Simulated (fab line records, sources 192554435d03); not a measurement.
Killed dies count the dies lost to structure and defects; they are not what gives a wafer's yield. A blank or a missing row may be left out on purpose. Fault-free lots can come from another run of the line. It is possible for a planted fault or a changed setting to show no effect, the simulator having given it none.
Which tool is to blame? || flow n5 finfet || 9 lots with 26 wafers sampled at 4 steps, on a route of 1938 steps

WHAT EACH GAUGE READ, for each wafer
N5_SD_ACTIVATION_RS_MEAS_03: uses a four-point probe to measure.
{"lot": "L666", "measured": "day 3 09:44", "on": "film metro-01", "RS_SD_N (ohm/sq)": "22.26 22.34 22.18"}
{"lot": "L668", "measured": "day 3 22:59", "on": "film metro-01", "RS_SD_N (ohm/sq)": "21.73 22.09 21.71"}
{"lot": "L672", "measured": "day 5 02:54", "on": "film metro-01", "RS_SD_N (ohm/sq)": "25.29 25.47 25.65"}
{"lot": "L674", "measured": "day 5 12:50", "on": "film metro-02", "RS_SD_N (ohm/sq)": "25.16 24.72 25.24"}
{"lot": "L675", "measured": "day 5 15:10", "on": "film metro-02", "RS_SD_N (ohm/sq)": "22.23 22.14"}
{"lot": "L676", "measured": "day 5 22:44", "on": "film metro-02", "RS_SD_N (ohm/sq)": "25.40 25.45 25.13"}
{"lot": "L683", "measured": "day 7 17:13", "on": "film metro-02", "RS_SD_N (ohm/sq)": "21.79 21.82 21.87"}
{"lot": "L686", "measured": "day 8 12:32", "on": "film metro-02", "RS_SD_N (ohm/sq)": "21.58 21.79 21.82"}
{"lot": "L688", "measured": "day 8 21:33", "on": "film metro-01", "RS_SD_N (ohm/sq)": "21.69 22.23 21.80"}

TOOL THAT RAN EACH LOT (tool first, then ch and the chambers of the sampled wafers, then the start)
{"lot": "L666", "N5_SD_EPI_N_LINER_46": "ald sin-03 ch 0,2,3, day 3 03:56", "N5_SD_EPI_P_ETCH_47": "rie diel-06 ch 1,2,3, day 3 05:11", "N5_SD_ACTIVATION_LSA_01": "laser anneal-01 ch 0, day 3 09:34"}
{"lot": "L668", "N5_SD_EPI_N_LINER_46": "ald sin-02 ch 0,1,3, day 3 17:47", "N5_SD_EPI_P_ETCH_47": "rie diel-02 ch 1,2,3, day 3 19:02", "N5_SD_ACTIVATION_LSA_01": "laser anneal-01 ch 0, day 3 22:46"}
{"lot": "L672", "N5_SD_EPI_N_LINER_46": "ald sin-04 ch 1,2, day 4 20:13", "N5_SD_EPI_P_ETCH_47": "rie diel-04 ch 2,3, day 4 22:26", "N5_SD_ACTIVATION_LSA_01": "laser anneal-01 ch 0, day 5 02:42"}
{"lot": "L674", "N5_SD_EPI_N_LINER_46": "ald sin-02 ch 0,1,2, day 5 06:56", "N5_SD_EPI_P_ETCH_47": "rie diel-02 ch 0,1,2, day 5 08:16", "N5_SD_ACTIVATION_LSA_01": "laser anneal-01 ch 0, day 5 12:38"}
{"lot": "L675", "N5_SD_EPI_N_LINER_46": "ald sin-03 ch 0,3, day 5 10:10", "N5_SD_EPI_P_ETCH_47": "rie diel-02 ch 1,2, day 5 11:30", "N5_SD_ACTIVATION_LSA_01": "laser anneal-02 ch 0, day 5 15:00"}
{"lot": "L676", "N5_SD_EPI_N_LINER_46": "ald sin-03 ch 0,1, day 5 16:56", "N5_SD_EPI_P_ETCH_47": "rie diel-06 ch 0,1,2, day 5 18:11", "N5_SD_ACTIVATION_LSA_01": "laser anneal-01 ch 0, day 5 22:33"}
{"lot": "L683", "N5_SD_EPI_N_LINER_46": "ald sin-03 ch 2,3, day 7 11:25", "N5_SD_EPI_P_ETCH_47": "rie diel-04 ch 0,3, day 7 12:40", "N5_SD_ACTIVATION_LSA_01": "laser anneal-02 ch 0, day 7 17:01"}
{"lot": "L686", "N5_SD_EPI_N_LINER_46": "ald sin-02 ch 0,1,3, day 8 06:46", "N5_SD_EPI_P_ETCH_47": "rie diel-04 ch 0,2,3, day 8 08:01", "N5_SD_ACTIVATION_LSA_01": "laser anneal-01 ch 0, day 8 12:21"}
{"lot": "L688", "N5_SD_EPI_N_LINER_46": "ald sin-02 ch 0,1,3, day 8 16:16", "N5_SD_EPI_P_ETCH_47": "rie diel-02 ch 0,1,3, day 8 17:31", "N5_SD_ACTIVATION_LSA_01": "laser anneal-01 ch 0, day 8 21:21"}
- N5_SD_EPI_N_LINER_46: material SiNx, target thk 3 nm.
- N5_SD_EPI_P_ETCH_47: etches SiOCN in CH3F/O2, target depth 25 nm.
- N5_SD_ACTIVATION_LSA_01: time 0.0008 s.

THE ANSWER, worked out from the rows above alone
Rule: what is usual is taken from the lots themselves. Put in order of their means at a reading, lots are off if they are a third of the lots or fewer, leave a main group of 4 or more, and stand apart from it by a gap of 3 or more times the standard deviation of the main group's means; of several such gaps the widest counts. A main group is skipped when, at the precision printed for the reading in the tables above, its means are all equal. Also off: a lot with no number at a reading for which 4 or more lots have one. Where the step has rows for the other lots, those lots are counted as sound.
Off: at N5_SD_ACTIVATION_RS_MEAS_03 (RS_SD_N), L672, L674, L676. The main group has a mean of 21.96 ohm/sq with a standard deviation of 0.19.
A tool fits if, at a process step before that reading, it ran every lot that is off, and no sound lot after the first of them. The gauges at N5_SD_ACTIVATION_RS_MEAS_03 are tried like those tools. Not one of the candidates tried fits.

WHAT THE SIMULATOR PUT IN
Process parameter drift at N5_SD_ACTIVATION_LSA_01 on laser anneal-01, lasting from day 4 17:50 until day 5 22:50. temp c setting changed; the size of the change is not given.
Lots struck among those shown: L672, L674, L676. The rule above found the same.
